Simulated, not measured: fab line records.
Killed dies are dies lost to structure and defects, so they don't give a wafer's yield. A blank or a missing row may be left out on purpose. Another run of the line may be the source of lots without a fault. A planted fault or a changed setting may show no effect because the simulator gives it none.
Chamber matching + flow n5 finfet + 3 sister chambers for N5_BEOL_M2_DEP_57 on pecvd-01
The step deposits SiCN from 3MS/NH3, target thk 8 nm, time 14 s. 39 wafers are shown with their chamber, then 12 later ones without.

== EACH WAFER AND ITS CHAMBER ==
| wafer  | chamber | showerhead plenum p Torr (Torr) | throttle valve pct (%) |
|--------|---------|---------------------------------|------------------------|
| L076.1 | 1       | 3.667                           | 9.18                   |
| L076.2 | 2       | 3.655                           | 9.32                   |
| L076.3 | 0       | 3.652                           | 8.77                   |
| L076.4 | 0       | 3.659                           | 8.94                   |
| L076.5 | 2       | 3.654                           | 9.26                   |
| L076.6 | 1       | 3.675                           | 8.99                   |
| L077.3 | 1       | 3.676                           | 8.95                   |
| L077.4 | 0       | 3.657                           | 9.01                   |
| L077.6 | 2       | 3.662                           | 9.14                   |
| L078.2 | 1       | 3.661                           | 8.90                   |
| L078.3 | 2       | 3.663                           | 9.21                   |
| L078.6 | 2       | 3.667                           | 9.15                   |
| L079.1 | 1       | 3.671                           | 8.85                   |
| L079.4 | 1       | 3.679                           | 9.31                   |
| L079.6 | 2       | 3.650                           | 8.99                   |
| L083.1 | 0       | 3.663                           | 9.31                   |
| L083.4 | 1       | 3.677                           | 9.18                   |
| L083.6 | 2       | 3.658                           | 9.15                   |
| L084.1 | 0       | 3.655                           | 9.13                   |
| L084.2 | 2       | 3.665                           | 9.15                   |
| L084.3 | 1       | 3.673                           | 8.95                   |
| L084.4 | 0       | 3.654                           | 9.09                   |
| L084.5 | 1       | 3.674                           | 9.07                   |
| L084.6 | 2       | 3.663                           | 9.38                   |
| L087.1 | 0       | 3.661                           | 9.04                   |
| L087.3 | 2       | 3.659                           | 9.37                   |
| L087.5 | 0       | 3.662                           | 8.92                   |
| L090.1 | 0       | 3.661                           | 9.15                   |
| L090.2 | 1       | 3.675                           | 8.99                   |
| L090.3 | 2       | 3.654                           | 8.90                   |
| L090.4 | 2       | 3.662                           | 9.33                   |
| L090.5 | 1       | 3.671                           | 8.99                   |
| L090.6 | 0       | 3.663                           | 9.03                   |
| L089.1 | 0       | 3.655                           | 9.08                   |
| L089.5 | 2       | 3.657                           | 9.02                   |
| L089.6 | 0       | 3.660                           | 8.83                   |
| L088.1 | 0       | 3.669                           | 9.09                   |
| L088.4 | 0       | 3.655                           | 9.25                   |
| L088.5 | 1       | 3.672                           | 9.11                   |

SIGNATURES (averages over the wafers above)
| reading                  | chamber 0 | chamber 1 | chamber 2 | scatter within a chamber |
|--------------------------|-----------|-----------|-----------|--------------------------|
| showerhead plenum p Torr | 3.65900   | 3.67258   | 3.65915   | 0.00481                  |
| throttle valve pct       | 9.0457    | 9.0392    | 9.1823    | 0.145                    |
Rule: a wafer's distance from a chamber is the root of the sum, over the readings, of the square of ((its reading less the chamber's mean) divided by the reading's scatter). If the next closest chamber is less than 2 further off than the closest, the wafer can't be placed; otherwise it belongs to the closest. The scatter is the square root of a quotient: the sum, over the shown wafers, of each reading's squared deviation from its chamber's mean, divided by wafers minus chambers.

== WAFERS WITH NO CHAMBER GIVEN ==
| wafer  | showerhead plenum p Torr (Torr) | throttle valve pct (%) |
|--------|---------------------------------|------------------------|
| L091.1 | 3.681                           | 9.14                   |
| L091.2 | 3.661                           | 9.43                   |
| L091.4 | 3.665                           | 9.33                   |
| L093.1 | 3.657                           | 9.17                   |
| L093.3 | 3.654                           | 9.31                   |
| L093.4 | 3.671                           | 9.10                   |
| L094.3 | 3.649                           | 9.34                   |
| L094.4 | 3.657                           | 9.30                   |
| L094.6 | 3.648                           | 8.94                   |
| L095.2 | 3.659                           | 9.05                   |
| L095.5 | 3.650                           | 9.13                   |
| L095.6 | 3.673                           | 9.11                   |

== CHAMBER TAKEN BY EACH ==
| wafer  | from the rows above          | in truth |
|--------|------------------------------|----------|
| L091.1 | 1                            | 1        |
| L091.2 | can't be placed: 2 or 0 or 1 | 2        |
| L091.4 | can't be placed: 2 or 0 or 1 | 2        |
| L093.1 | can't be placed: 2 or 0      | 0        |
| L093.3 | can't be placed: 2 or 0      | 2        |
| L093.4 | can't be placed: 1 or 0 or 2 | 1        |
| L094.3 | can't be placed: 2 or 0      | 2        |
| L094.4 | can't be placed: 2 or 0      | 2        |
| L094.6 | can't be placed: 0 or 2      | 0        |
| L095.2 | can't be placed: 0 or 2      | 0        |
| L095.5 | can't be placed: 2 or 0      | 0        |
| L095.6 | 1                            | 1        |
Placed correctly: 2 of 12. Unplaceable from these rows: 10, with the true chamber sitting among the candidates in 10. Placed wrongly: 0.
